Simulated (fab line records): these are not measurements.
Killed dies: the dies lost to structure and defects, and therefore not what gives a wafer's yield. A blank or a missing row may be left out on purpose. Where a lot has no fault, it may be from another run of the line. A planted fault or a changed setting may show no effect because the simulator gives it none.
Split-lot study    flow n5_finfet    21 wafers read across 7 lots, on a route 1938 steps long

THE SPLIT
At N5_SD_EPI_N_ETCH_16 (etches SiO2 in CHF3/O2, target depth 5 nm), the setting target_depth_a was moved away from the recipe's 50 angstrom on 5 of the 21 wafers read, by -11.7% to +9.4%. For the rest of the wafers, this setting stayed at what the recipe calls for.

The reading is taken at the split's own step.

THE READING
etch.depth_nm (the simulator's own value, which no gauge read), in nm, at N5_SD_EPI_N_ETCH_16 (etches SiO2 in CHF3/O2, target depth 5 nm). The file gives no usual value for it. Here, 16 wafers ran the recipe; their average is 5.018 nm with a standard deviation of 0.045 nm.

wafer   tool, chamber at the split  target_depth_a as run, angstrom  against the recipe  etch.depth_nm, nm  against lot-mates on the recipe
L074.2  rie_diel-05, 0              50                               recipe              5.043              -
L074.3  rie_diel-05, 2              50                               recipe              4.98               -
L074.5  rie_diel-05, 3              50                               recipe              5.019              -
L081.3  rie_diel-04, 3              44.14                            -11.7%              4.337              -0.656
L081.4  rie_diel-04, 1              50                               recipe              4.993              -
L081.5  rie_diel-04, 2              44.14                            -11.7%              4.446              -0.547
L084.1  rie_diel-02, 2              50                               recipe              5.087              -
L084.4  rie_diel-02, 0              50                               recipe              5.043              -
L084.6  rie_diel-02, 2              50                               recipe              5.066              -
L088.2  rie_diel-05, 3              54.72                            +9.4%               5.37               +0.421
L088.5  rie_diel-05, 2              50                               recipe              4.965              -
L088.6  rie_diel-05, 3              50                               recipe              4.933              -
L089.2  rie_diel-02, 3              50                               recipe              4.97               -
L089.5  rie_diel-02, 1              50                               recipe              5.033              -
L089.6  rie_diel-02, 2              50                               recipe              5.073              -
L092.1  rie_diel-05, 3              54.46                            +8.9%               5.457              +0.389
L092.3  rie_diel-05, 0              54.46                            +8.9%               5.477              +0.409
L092.4  rie_diel-05, 1              50                               recipe              5.068              -
L093.1  rie_diel-05, 3              50                               recipe              4.992              -
L093.5  rie_diel-05, 1              50                               recipe              5.051              -
L093.6  rie_diel-05, 2              50                               recipe              4.967              -

FIT RESULTS
A straight line over all 21 wafers: etch.depth_nm changes by +0.0498 nm for each +1% of target_depth_a; r = +0.98; the points scatter about the line by 0.054 nm.
The same after taking each lot's own level away (the mean of its wafers on the recipe; 21 wafers): +0.0482 nm for each +1%; r = +0.99; scatter 0.035 nm.
The reading moves by 0.57 nm for the largest change in target_depth_a, on that fit.
Measured against the standard deviation above, the lots' own levels, which go from 4.9490 to 5.0680 nm, span 2.6 times it.
The two slopes are in agreement: the lot-to-lot level therefore moves the slope only a little.
Check: -0.535 nm against its lot-mates is what the line predicts for one of the wafers moved furthest among these (-11.7%) when that wafer is left out of the fit. It came out at -0.656 nm against them.

OTHER SPLITS APPLIED TO THESE WAFERS
These wafers also went through other splits before the reading. Each is held against what the fit with the lots' levels taken away leaves over:
other split on the same wafers        wafers away from the commonest value  r with etch.depth_nm (lot level and that fit taken away)
N5_DUMMY_GATE_ETCH_31 target_depth_a  11                                    -0.02
N5_SD_EPI_N_PEB_07 peb_time_s         10                                    -0.05

FILE'S OWN FIT
etch.depth_nm changes by +0.0477 nm for each +1% of target_depth_a, r = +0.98.
